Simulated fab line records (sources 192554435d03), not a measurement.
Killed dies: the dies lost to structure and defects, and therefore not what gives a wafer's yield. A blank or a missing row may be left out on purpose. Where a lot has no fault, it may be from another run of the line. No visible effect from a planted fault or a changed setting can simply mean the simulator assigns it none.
Matching of chambers + flow n5 finfet + N5_FIN_SAQP_FIN_ETCH_36 on rie si-03: 4 sister chambers
The step etches the open film in HBr/Cl2/O2, target depth 120 nm, time 50.4 s. 24 wafers are shown with their chamber, then 12 later ones without.

WAFERS, EACH WITH ITS CHAMBER
| wafer  | chamber | throttle valve pct (%) | drypump motor current A (A) | oes product au (a.u.) |
|--------|---------|------------------------|-----------------------------|-----------------------|
| L079.2 | 3       | 35.72                  | 5.7                         | 1.028                 |
| L079.3 | 2       | 35.71                  | 6.0                         | 1.017                 |
| L079.4 | 0       | 35.79                  | 5.8                         | 0.993                 |
| L080.1 | 1       | 36.05                  | 6.2                         | 0.993                 |
| L080.3 | 3       | 35.73                  | 5.7                         | 1.022                 |
| L080.5 | 1       | 36.05                  | 6.2                         | 0.989                 |
| L081.1 | 2       | 35.75                  | 6.1                         | 0.994                 |
| L081.4 | 1       | 36.06                  | 6.2                         | 0.995                 |
| L081.6 | 3       | 35.72                  | 5.7                         | 1.015                 |
| L083.2 | 2       | 35.76                  | 6.0                         | 0.999                 |
| L083.5 | 2       | 35.73                  | 6.0                         | 0.999                 |
| L083.6 | 3       | 35.72                  | 5.7                         | 1.011                 |
| L084.1 | 2       | 35.74                  | 6.0                         | 1.003                 |
| L084.4 | 3       | 35.72                  | 5.8                         | 1.027                 |
| L084.5 | 2       | 35.73                  | 6.0                         | 0.996                 |
| L086.1 | 1       | 36.03                  | 6.2                         | 0.996                 |
| L086.4 | 2       | 35.74                  | 6.0                         | 1.015                 |
| L086.5 | 0       | 35.78                  | 5.8                         | 0.985                 |
| L088.1 | 3       | 35.71                  | 5.8                         | 1.020                 |
| L088.2 | 1       | 36.04                  | 6.2                         | 0.999                 |
| L088.6 | 3       | 35.71                  | 5.7                         | 1.032                 |
| L090.1 | 0       | 35.81                  | 5.8                         | 0.978                 |
| L090.2 | 1       | 36.05                  | 6.2                         | 0.995                 |
| L090.3 | 3       | 35.74                  | 5.8                         | 1.024                 |

SIGNATURES (means of the wafers above)
| reading                 | chamber 0 | chamber 1 | chamber 2 | chamber 3 | scatter within a chamber |
|-------------------------|-----------|-----------|-----------|-----------|--------------------------|
| throttle valve pct      | 35.7933   | 36.0467   | 35.7371   | 35.7212   | 0.0127                   |
| drypump motor current A | 5.800     | 6.200     | 6.014     | 5.737     | 0.037                    |
| oes product au          | 0.98533   | 0.99450   | 1.00329   | 1.02238   | 0.0071                   |
Rule: for a wafer and a chamber, the distance is found by dividing, reading by reading, the gap between the wafer's reading and the chamber's mean by the reading's scatter, squaring, summing and taking the root. The wafer belongs to the nearest chamber; if the next one is less than 2 further off, it can't be placed. The scatter: the root of (the sum of the squares of (reading less its chamber's mean) over the shown wafers, divided by (wafers less chambers)).

WAFERS MISSING THEIR CHAMBER
| wafer  | throttle valve pct (%) | drypump motor current A (A) | oes product au (a.u.) |
|--------|------------------------|-----------------------------|-----------------------|
| L091.1 | 35.69                  | 5.8                         | 1.032                 |
| L091.4 | 35.80                  | 5.8                         | 0.994                 |
| L091.6 | 35.74                  | 6.0                         | 0.995                 |
| L093.3 | 36.06                  | 6.2                         | 0.990                 |
| L093.4 | 35.79                  | 5.8                         | 0.993                 |
| L093.6 | 36.06                  | 6.2                         | 0.998                 |
| L095.2 | 35.79                  | 5.8                         | 1.000                 |
| L095.3 | 36.05                  | 6.2                         | 0.996                 |
| L095.6 | 35.73                  | 5.7                         | 1.021                 |
| L097.1 | 35.72                  | 5.8                         | 1.022                 |
| L097.4 | 35.76                  | 6.0                         | 0.993                 |
| L097.6 | 35.78                  | 6.0                         | 0.983                 |

CHAMBER TAKEN BY EACH
| wafer  | from the rows above     | in truth |
|--------|-------------------------|----------|
| L091.1 | 3                       | 3        |
| L091.4 | 0                       | 0        |
| L091.6 | 2                       | 2        |
| L093.3 | 1                       | 1        |
| L093.4 | 0                       | 0        |
| L093.6 | 1                       | 1        |
| L095.2 | 0                       | 0        |
| L095.3 | 1                       | 1        |
| L095.6 | 3                       | 3        |
| L097.1 | 3                       | 3        |
| L097.4 | 2                       | 2        |
| L097.6 | can't be placed: 2 or 0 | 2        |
Correctly placed: 11 of 12. These rows do not allow placing 1 (true chamber among the candidates in 1). Number placed wrongly: 0.
